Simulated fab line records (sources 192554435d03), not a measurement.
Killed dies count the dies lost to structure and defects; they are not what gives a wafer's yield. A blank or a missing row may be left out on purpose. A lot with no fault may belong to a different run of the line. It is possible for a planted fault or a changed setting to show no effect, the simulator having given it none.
Which tool was responsible? | flow n5_finfet | 30 wafers from 10 lots sampled at 5 of the route's 1938 steps

== WHAT EACH GAUGE READ, for each wafer ==
N5_BEOL_M0_CUTY_CD_MEAS_57 targets a cd of 200 nm. Usual: cd_nm 199.9 nm, standard deviation 0.8.
lot  | measured     | on        | cd_nm (nm)        | flag
L116 | day 6 01:26  | cd_sem-01 | 198.5 199.2 199.6 |
L126 | day 8 12:44  | cd_sem-02 | 200.1 199.8 200.3 |
L127 | day 8 23:37  | cd_sem-01 | 200.0 200.4 201.0 |
L128 | day 9 00:05  | cd_sem-02 | 201.2 199.9 199.6 |
L130 | day 9 16:55  | cd_sem-03 | 199.7 198.8 199.4 |
L131 | day 9 20:10  | cd_sem-03 | 200.4 200.1 200.6 |
L133 | day 10 06:20 | cd_sem-02 | 199.6 199.8 198.7 |
L134 | day 10 14:12 | cd_sem-03 | 199.7 200.0 199.8 |
L135 | day 10 19:38 | cd_sem-03 | 200.1 200.2 200.4 |
L137 | day 11 06:19 | cd_sem-03 | 198.4 200.0 198.8 |

N5_BEOL_M0_CUTY_OVL_MEAS_58. Usual: M0_ABLK_OVL typically reads -0.2 nm, with standard deviation 0.7.
lot  | measured     | on         | M0_ABLK_OVL (nm) | flag
L116 | day 6 01:28  | overlay-01 | -0.5 -0.7 -0.1   |
L126 | day 8 12:46  | overlay-02 | -0.2 -0.4 -1.0   |
L127 | day 8 23:38  | overlay-01 | -1.0 0.1 -0.5    |
L128 | day 9 00:07  | overlay-02 | 0.1 0.4 0.7      |
L130 | day 9 16:57  | overlay-02 | 0.2 0.3 0.5      |
L131 | day 9 20:12  | overlay-02 | -1.9 -2.1 -1.7   |
L133 | day 10 06:22 | overlay-02 | -0.8 -1.3 -1.3   |
L134 | day 10 14:14 | overlay-01 | 0.0 -0.2 -0.5    |
L135 | day 10 19:40 | overlay-01 | -0.5 -0.6 0.0    |
L137 | day 11 06:21 | overlay-02 | -0.7 -0.5 -1.2   |

N5_BEOL_M0_OCD_MEAS_108. Usual: trench_depth_nm 32.8 nm, standard deviation 0.51.
lot  | measured     | on     | trench_depth_nm (nm) | flag
L116 | day 6 04:52  | ocd-02 | 33.0 32.3 33.3       |
L130 | day 9 18:57  | ocd-02 | 33.4 33.2 32.5       |
L131 | day 9 22:11  | ocd-02 | 32.7 32.2 32.8       |
L133 | day 10 08:03 | ocd-02 | 32.5 32.8 32.7       |
L134 | day 10 15:46 | ocd-01 | 32.3 32.6 33.0       |
L135 | day 10 20:31 | ocd-02 | 33.2 32.9 33.2       |
L137 | day 11 12:07 | ocd-01 | 32.9 31.7 33.4       |

N5_BEOL_M4_RC_MEAS_101. Usual: DIBL_N 36.2 mV/V, standard deviation 1.7; DIBL_P 36.2 mV/V, standard deviation 2.2; IOFF_N 0.16 nA/um, standard deviation 0.035; IOFF_P 0.21 nA/um, standard deviation 0.042; ION_N 673 uA/um, standard deviation 13; ION_P 462 uA/um, standard deviation 7.9; SS_N 71.4 mV/dec, standard deviation 0.59; SS_P 73.2 mV/dec, standard deviation 0.7; VT_N 250 mV, standard deviation 3.6; VT_P -251 mV, standard deviation 3.5.
lot  | measured     | on        | DIBL_N (mV/V)  | DIBL_P (mV/V)  | IOFF_N (nA/um) | IOFF_P (nA/um) | ION_N (uA/um) | ION_P (uA/um) | SS_N (mV/dec)  | SS_P (mV/dec)  | VT_N (mV)   | VT_P (mV)      | flag
L116 | day 7 23:13  | prober-01 | 36.3 38.7 36.4 | 36.1 40.1 38.5 | 0.14 0.21 0.17 | 0.19 0.25 0.22 | 653 688 674   | 446 461 465   | 70.9 72.5 71.4 | 73.0 74.0 73.9 | 250 243 248 | -252 -247 -251 |
L130 | day 11 10:55 | prober-02 | 36.0 33.5 37.8 | 36.3 33.6 38.1 | 0.17 0.12 0.20 | 0.21 0.18 0.26 | 684 668 684   | 466 463 464   | 71.8 70.9 71.9 | 73.6 72.8 74.1 | 251 255 247 | -251 -253 -247 |
L131 | day 11 13:39 | prober-02 | 34.7 32.8 34.0 | 33.5 31.6 32.5 | 0.11 0.10 0.11 | 0.16 0.13 0.15 | 652 648 664   | 449 441 447   | 70.9 70.4 70.9 | 72.8 72.4 72.4 | 255 258 254 | -254 -256 -256 |
L133 | day 12 17:07 | prober-02 | 32.5 32.4 32.2 | 32.9 31.6 30.7 | 0.10 0.10 0.09 | 0.15 0.14 0.13 | 654 648 648   | 455 446 446   | 71.2 70.5 70.4 | 72.3 72.4 72.3 | 256 256 258 | -254 -255 -258 |
L134 | day 12 23:57 | prober-01 | 35.2 37.4 36.4 | 34.0 36.2 34.2 | 0.13 0.18 0.15 | 0.18 0.22 0.19 | 668 685 661   | 460 467 455   | 71.4 71.3 70.8 | 72.7 72.8 73.1 | 250 245 249 | -253 -251 -252 |
L135 | day 12 20:08 | prober-02 | 36.3 35.5 34.4 | 37.8 35.8 34.4 | 0.16 0.14 0.12 | 0.21 0.19 0.16 | 675 671 667   | 458 461 454   | 70.9 70.7 71.0 | 73.4 73.3 73.1 | 251 252 253 | -251 -251 -254 |
L137 | day 13 15:37 | prober-02 | 37.0 34.4 37.7 | 36.1 33.8 37.8 | 0.16 0.12 0.18 | 0.21 0.17 0.24 | 668 666 678   | 459 457 459   | 71.3 71.0 71.8 | 72.9 71.9 73.3 | 251 255 247 | -250 -253 -249 |

== WHAT TOOL EACH LOT RAN ON (gives the tool, then ch and the chambers of the sampled wafers, and finally the start) ==
lot  | N5_BEOL_M0_CUTY_ETCH_63
L116 | rie_diel-03 ch 0,1,2, day 6 01:43
L126 | rie_diel-04 ch 0,2, day 8 13:11
L127 | rie_diel-03 ch 0,1, day 9 00:02
L128 | rie_diel-03 ch 1,2, day 9 00:19
L130 | rie_diel-04 ch 0,1,3, day 9 17:05
L131 | rie_diel-04 ch 1,3, day 9 20:27
L133 | rie_diel-04 ch 1,3, day 10 06:30
L134 | rie_diel-04 ch 0,1,3, day 10 14:22
L135 | rie_diel-04 ch 2,3, day 10 19:48
L137 | rie_diel-01 ch 0,2,3, day 11 06:47
- N5_BEOL_M0_CUTY_ETCH_63: etches SOC in N2/H2, target depth 82.7 nm, overetch 16.5 nm, time 124 s.

== WHAT THE TOOLS THEMSELVES READ (means of the sampled wafers that have a number; where no wafer has one, the mark that the record gives instead) ==
N5_BEOL_M0_CUTY_ETCH_63. Usual: bias_w 150.0 W, standard deviation 0.44; chamber_pressure_mTorr 30.000 mTorr, standard deviation 0.028; drypump_motor_current_A 5.7 A, standard deviation 0.43; oes_product_au 0.63 a.u., standard deviation 0.05; rf_vpp_V 524.8 V, standard deviation 2.1; showerhead_plenum_p_Torr 2.57 Torr, standard deviation 0.068; throttle_valve_pct 17.72 %, standard deviation 0.21.
lot  | tool        | bias_w (W) | chamber_pressure_mTorr (mTorr) | drypump_motor_current_A (A) | oes_product_au (a.u.) | rf_vpp_V (V) | showerhead_plenum_p_Torr (Torr) | throttle_valve_pct (%) | flag
L116 | rie_diel-03 | 149.9      | 30.002                         | 5.3                         | 0.66                  | 525.2        | 2.59                            | 17.52                  |
L126 | rie_diel-04 | -          | -                              | -                           | -                     | -            | -                               | -                      | OFF
L127 | rie_diel-03 | -          | -                              | -                           | -                     | -            | -                               | -                      | OFF
L128 | rie_diel-03 | -          | -                              | -                           | -                     | -            | -                               | -                      | OFF
L130 | rie_diel-04 | 149.9      | 30.009                         | 6.0                         | 0.63                  | 525.0        | 2.58                            | 17.92                  |
L131 | rie_diel-04 | 150.1      | 29.957                         | 5.9                         | 0.62                  | 525.6        | 2.60                            | 17.81                  |
L133 | rie_diel-04 | 150.1      | 29.993                         | 6.0                         | 0.61                  | 524.9        | 2.60                            | 17.82                  |
L134 | rie_diel-04 | 150.5      | 30.003                         | 6.0                         | 0.62                  | 524.8        | 2.57                            | 17.91                  |
L135 | rie_diel-04 | 150.1      | 30.002                         | 6.0                         | 0.72                  | 523.8        | 2.53                            | 17.41                  |
L137 | rie_diel-01 | 149.6      | 29.983                         | 5.6                         | 0.61                  | 524.3        | 2.54                            | 17.76                  |

== THE ANSWER, worked out from the rows above alone ==
Rule: lot off if the mean of its wafers having a number is beyond 3 standard deviations from the usual mean. A lot without any number at a reading at which 4 lots or more have one is off too. Any other lot the step has rows for is counted as sound. First the gauges in route order, then the tools' own readings, where a lot's mean is used as printed above. At the first step where some lot is off, the reading lying furthest off is the one used; lots without a number count as furthest.
Off, at N5_BEOL_M0_CUTY_ETCH_63 on bias_w: L126, L127, L128. Without a number there: L126, L127, L128.
If a tool, at that step or one of the process steps before it, ran each lot that is off and ran no sound lot following the first of them, it fits. Of those tried, none fits.

== WHAT WAS PUT IN BY THE SIMULATOR ==
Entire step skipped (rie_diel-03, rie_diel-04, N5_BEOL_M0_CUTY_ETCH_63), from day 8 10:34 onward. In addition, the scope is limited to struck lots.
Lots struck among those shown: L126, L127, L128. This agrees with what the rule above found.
